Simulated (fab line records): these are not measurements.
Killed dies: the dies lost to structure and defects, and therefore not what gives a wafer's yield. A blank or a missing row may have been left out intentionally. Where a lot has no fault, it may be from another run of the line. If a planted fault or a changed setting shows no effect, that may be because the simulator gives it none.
Matching of chambers :: flow nand_harc :: NHARC_A_CHANNEL_FILL_D2_ALD_02 on ald_hk-01: 4 sister chambers
The step deposits SiO2, target thk 6 nm, pulse time 10 s, ald cycles 60. 4 wafers are shown with their chamber, then 7 later ones without.

== EACH WAFER AND ITS CHAMBER ==
wafer: L076.4
chamber: 2
heater_power_w (W): 407

wafer: L082.5
chamber: 3
heater_power_w (W): 467

wafer: L089.1
chamber: 0
heater_power_w (W): 532

wafer: L089.2
chamber: 1
heater_power_w (W): 452

== WAFERS MISSING THEIR CHAMBER ==
wafer: L089.6
heater_power_w (W): 452

wafer: L092.4
heater_power_w (W): 484

wafer: L092.5
heater_power_w (W): 491

wafer: L092.6
heater_power_w (W): 410

wafer: L096.2
heater_power_w (W): 446

wafer: L096.3
heater_power_w (W): 414

wafer: L096.5
heater_power_w (W): 523

== EACH ONE'S CHAMBER ==
wafer: L089.6
from the rows above: can't be placed: 1 or 3
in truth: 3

wafer: L092.4
from the rows above: can't be placed: 3 or 1
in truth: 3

wafer: L092.5
from the rows above: can't be placed: 3 or 1 or 0
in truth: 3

wafer: L092.6
from the rows above: 2
in truth: 2

wafer: L096.2
from the rows above: can't be placed: 1 or 3
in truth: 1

wafer: L096.3
from the rows above: 2
in truth: 2

wafer: L096.5
from the rows above: 0
in truth: 0
3 of 7 placed correctly. Can't be placed from these rows: 4 (the true chamber is among the candidates in 4). Placed wrongly: 0.
How it was worked out, from the rows above alone: a wafer's distance from a chamber is the root of the sum, over the readings, of the square of ((its reading less the chamber's mean) divided by the reading's scatter). If the next closest chamber is less than 2 further off than the closest, the wafer can't be placed; otherwise it belongs to the closest. For every chamber, the mean is computed from those of its wafers that are shown. The scatter: with one shown wafer a chamber, the root of the mean of the squares of how far each hidden wafer lies from its nearest shown one.
